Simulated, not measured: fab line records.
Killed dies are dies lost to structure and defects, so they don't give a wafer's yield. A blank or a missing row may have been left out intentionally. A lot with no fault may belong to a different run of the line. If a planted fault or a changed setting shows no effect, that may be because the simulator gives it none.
A lot that was struck, set against a sound lot ; flow n5_finfet ; 15 out of 1938 route steps
Sound: these wafers, L382.3, L382.4, L382.5. Struck: wafer L387.3. (L387.4, L387.6 of the same lot were not struck and are left out.) The cause comes at the end.
Order at every step that has rows: each side's tool, ch and its chambers, its first start. Under that, the readings that differ: sound wafers ; struck wafers ; difference of the means ; sigmas: that difference in standard deviations of wafers without a fault.
alike: readings whose means differ by less than 2 such deviations, and words and numbers that are the same on both sides. not compared: withheld readings, readings that some wafer has no value for, bounds like >300 that may hide the same value, and numbers for which the record gives no deviation and whose values overlap.
Wherever a step has rows on one side only, a row that says differs or no value, or a row with sigmas, the two part there. Non-overlapping numbers with no deviation appear without sigmas and do not part them. A reading missing from all wafers of one side parts the sides only when that side holds two or more wafers.

first, 1 step without rows for these wafers: N5_SD_EPI_P_SRD_25 (time 30 s).
N5_SD_EPI_P_INSPECT_26: inspects for defects (darkfield).
  struck on defect_inspect-01, day 5 02:47; sound on defect_inspect-02, day 3 23:05
  alike: raw_defect_count
N5_SD_ACTIVATION_RTA_00: time 0 s.
  sound on rtp_anneal-01 ch 0, day 3 23:11; struck on rtp_anneal-01 ch 0, day 5 02:52
  alike: lamp_power_pct, wafer_temp_C_max
N5_SD_ACTIVATION_LSA_01: time 0.0008 s.
  sound on laser_anneal-01 ch 0, day 3 23:23; struck on laser_anneal-01 ch 0, day 5 03:04
  alike: wafer_temp_C_max
N5_SD_ACTIVATION_RS_MEAS_03: measures by four-point-probe.
  struck on film_metro-02, day 5 03:15; sound on film_metro-01, day 3 23:34
  alike: RS_SD_N, RS_SD_P
N5_SD_ACTIVATION_INSPECT_02: inspects for defects (darkfield).
  struck on defect_inspect-01, day 5 03:32; sound on defect_inspect-02, day 3 23:51
  alike: raw_defect_count
N5_ILD0_LINER_00: material SiNx, target thk 4 nm, pulse time 1 s, purge time 2 s.
  sound on ald_sin-02 ch 1,2,3, day 4 00:26; struck on ald_sin-01 ch 3, day 5 03:36
reading;sound;struck;difference;sigmas
precursor_pulse_height_rel;1.002 1.028 0.985;0.958;-0.047;-2
  alike: heater_power_w
then, 2 steps without rows for these wafers: N5_ILD0_FCVD_FILL_01 (material SiO2 flowable, target thk 200 nm, time 328.3 s); N5_ILD0_CURE_02 (time 1800 s).
N5_ILD0_CMP_03: polishes, stops on SiNx, t overpolish 1.9 s, target thk 197.38 nm.
  sound on cmp-04 ch 0,2, day 4 02:48; struck on cmp-03 ch 0, day 5 09:31
reading;sound;struck;difference;sigmas
motor_current_A (A);12.0 12.6 12.4;14.9;+2.6;+2
  alike: head_pressure_psi, overpolish_run_s, time_to_endpoint_s
N5_ILD0_THK_MEAS_04:
  struck on film_metro-02, day 5 09:47; sound on film_metro-01, day 4 03:05
  alike: thk_nm
N5_ILD0_CMP_07: polishes SiO2 flowable, stops on poly-Si, t overpolish 1.18 s, target thk 138.88 nm.
  sound on cmp-02 ch 1,3, day 4 03:07; struck on cmp-04 ch 0, day 5 09:49
reading;sound;struck;difference;sigmas
head_pressure_psi (psi);4.163 4.143 4.149;3.884;-0.268;-31
  alike: motor_current_A
N5_ILD0_THK_MEAS_08:
  struck on film_metro-01, day 5 10:06; sound on film_metro-02, day 4 03:25
  alike: thk_nm
-- the record jumps here: 6 days lie between the struck wafers' starts before and after (it left off in module ILD0 and takes up again in module BEOL_M4, whose first step shown is number 1111 of the route) --
N5_BEOL_M4_RC_MEAS_101:
  sound on prober-02 ch 0, day 9 14:14; struck on prober-01 ch 0, day 11 01:41
reading;sound;struck;difference;sigmas
SS_N (mV/dec);71.5 71.3 70.2;72.8;+1.8;+3
  alike: DIBL_N, DIBL_P, IOFF_N, IOFF_P, ION_N, ION_P, SS_P, VT_N, VT_P
following that, these wafers have no rows for 1 step: N5_PASSIVATION_PROBE_49.

== WHERE THEY PART ==
At N5_ILD0_LINER_00 first; at N5_BEOL_M4_RC_MEAS_101 last (within this record only).

WHY: what had been put in by the simulator
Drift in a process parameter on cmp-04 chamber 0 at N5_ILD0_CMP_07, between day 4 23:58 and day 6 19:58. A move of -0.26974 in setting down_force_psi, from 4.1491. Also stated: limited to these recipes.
